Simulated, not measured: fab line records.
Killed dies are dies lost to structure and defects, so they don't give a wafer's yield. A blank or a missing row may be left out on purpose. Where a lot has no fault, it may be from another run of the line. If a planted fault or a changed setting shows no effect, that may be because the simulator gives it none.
Chamber matching :: flow n5_finfet :: 4 sister chambers for N5_BEOL_M6_CMP_52 on cmp-03
The step polishes, stops on SiCOH lowk, t overpolish 6.9 s, target thk 80 nm. 4 wafers are shown with their chamber, then 8 later ones without.

== WAFERS, EACH WITH ITS CHAMBER ==
wafer: L085.1
chamber: 3
motor_current_A (A): 6.3

wafer: L085.2
chamber: 0
motor_current_A (A): 7.0

wafer: L085.4
chamber: 1
motor_current_A (A): 6.3

wafer: L088.1
chamber: 2
motor_current_A (A): 5.3

== WAFERS WITH NO CHAMBER GIVEN ==
wafer: L088.2
motor_current_A (A): 6.7

wafer: L088.3
motor_current_A (A): 6.2

wafer: L091.3
motor_current_A (A): 6.7

wafer: L091.4
motor_current_A (A): 6.6

wafer: L091.6
motor_current_A (A): 6.7

wafer: L097.3
motor_current_A (A): 6.7

wafer: L097.4
motor_current_A (A): 6.7

wafer: L097.6
motor_current_A (A): 6.1

== WHICH CHAMBER EACH WENT THROUGH ==
wafer: L088.2
from the rows above: can't be placed: 0 or 1 or 3
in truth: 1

wafer: L088.3
from the rows above: can't be placed: 1 or 3
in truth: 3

wafer: L091.3
from the rows above: can't be placed: 0 or 1 or 3
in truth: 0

wafer: L091.4
from the rows above: can't be placed: 1 or 3 or 0
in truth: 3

wafer: L091.6
from the rows above: can't be placed: 0 or 1 or 3
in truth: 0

wafer: L097.3
from the rows above: can't be placed: 0 or 1 or 3
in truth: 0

wafer: L097.4
from the rows above: can't be placed: 0 or 1 or 3
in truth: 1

wafer: L097.6
from the rows above: can't be placed: 1 or 3
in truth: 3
Correct placement for 0 of the 8. These rows do not allow placing 8 (true chamber among the candidates in 8). Wrongly placed: 0.
How it was worked out, from the rows above alone: a wafer's distance from a chamber is the root of the sum, over the readings, of the square of ((its reading less the chamber's mean) divided by the reading's scatter). If the next closest chamber is less than 2 further off than the closest, the wafer can't be placed; otherwise it belongs to the closest. A chamber's mean is the mean of its shown wafers. The scatter: with one shown wafer a chamber, the root of the mean of the squares of how far each hidden wafer lies from its nearest shown one.
